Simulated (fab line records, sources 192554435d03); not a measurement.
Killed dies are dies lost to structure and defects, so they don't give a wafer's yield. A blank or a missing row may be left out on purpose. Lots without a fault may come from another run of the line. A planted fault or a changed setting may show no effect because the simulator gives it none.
Chamber matching | flow n5_finfet | N5_PMOS_HMC_CHANNEL_EPI_CMP_21 on cmp-04: 4 sister chambers
The step polishes SiGe30, target thk 54 nm. 20 wafers are shown with their chamber, then 10 later ones without.

WAFERS WITH THEIR CHAMBER
wafer  | chamber | motor_current_A (A)
L074.2 | 2       | 14.3
L074.4 | 0       | 11.0
L074.5 | 2       | 13.9
L079.2 | 3       | 12.8
L079.3 | 2       | 12.6
L079.4 | 0       | 11.0
L082.2 | 0       | 11.0
L082.5 | 2       | 13.5
L082.6 | 3       | 12.6
L084.2 | 2       | 13.2
L084.4 | 0       | 10.8
L084.6 | 2       | 13.2
L086.2 | 3       | 11.8
L086.3 | 2       | 14.0
L086.6 | 1       | 11.4
L091.2 | 3       | 12.7
L091.3 | 2       | 13.5
L091.6 | 2       | 13.0
L093.1 | 0       | 11.8
L093.2 | 2       | 13.6

SIGNATURES (means of the wafers above)
reading         | chamber 0 | chamber 1 | chamber 2 | chamber 3 | scatter within a chamber
motor_current_A | 11.120    | 11.400    | 13.480    | 12.475    | 0.47
Rule: a wafer's distance from a chamber is the root of the sum, over the readings, of the square of ((its reading less the chamber's mean) divided by the reading's scatter). The wafer belongs to the nearest chamber; if the next one is less than 2 further off, it can't be placed. The scatter: the root of (the sum of the squares of (reading less its chamber's mean) over the shown wafers, divided by (wafers less chambers)).

WAFERS WITHOUT THEIR CHAMBER
wafer  | motor_current_A (A)
L093.5 | 11.5
L094.1 | 10.6
L094.5 | 12.0
L094.6 | 11.8
L095.1 | 12.5
L095.3 | 11.3
L095.4 | 13.3
L096.1 | 12.1
L096.3 | 13.8
L096.4 | 10.7

WHICH CHAMBER EACH WENT THROUGH
wafer  | from the rows above          | in truth
L093.5 | can't be placed: 1 or 0 or 3 | 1
L094.1 | can't be placed: 0 or 1      | 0
L094.5 | can't be placed: 3 or 1 or 0 | 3
L094.6 | can't be placed: 1 or 3 or 0 | 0
L095.1 | 3                            | 3
L095.3 | can't be placed: 1 or 0      | 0
L095.4 | can't be placed: 2 or 3      | 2
L096.1 | can't be placed: 3 or 1 or 0 | 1
L096.3 | 2                            | 2
L096.4 | can't be placed: 0 or 1      | 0
Placed correctly: 2 of 10. Can't be placed from these rows: 8 (the true chamber is among the candidates in 8). Placed wrongly: 0.
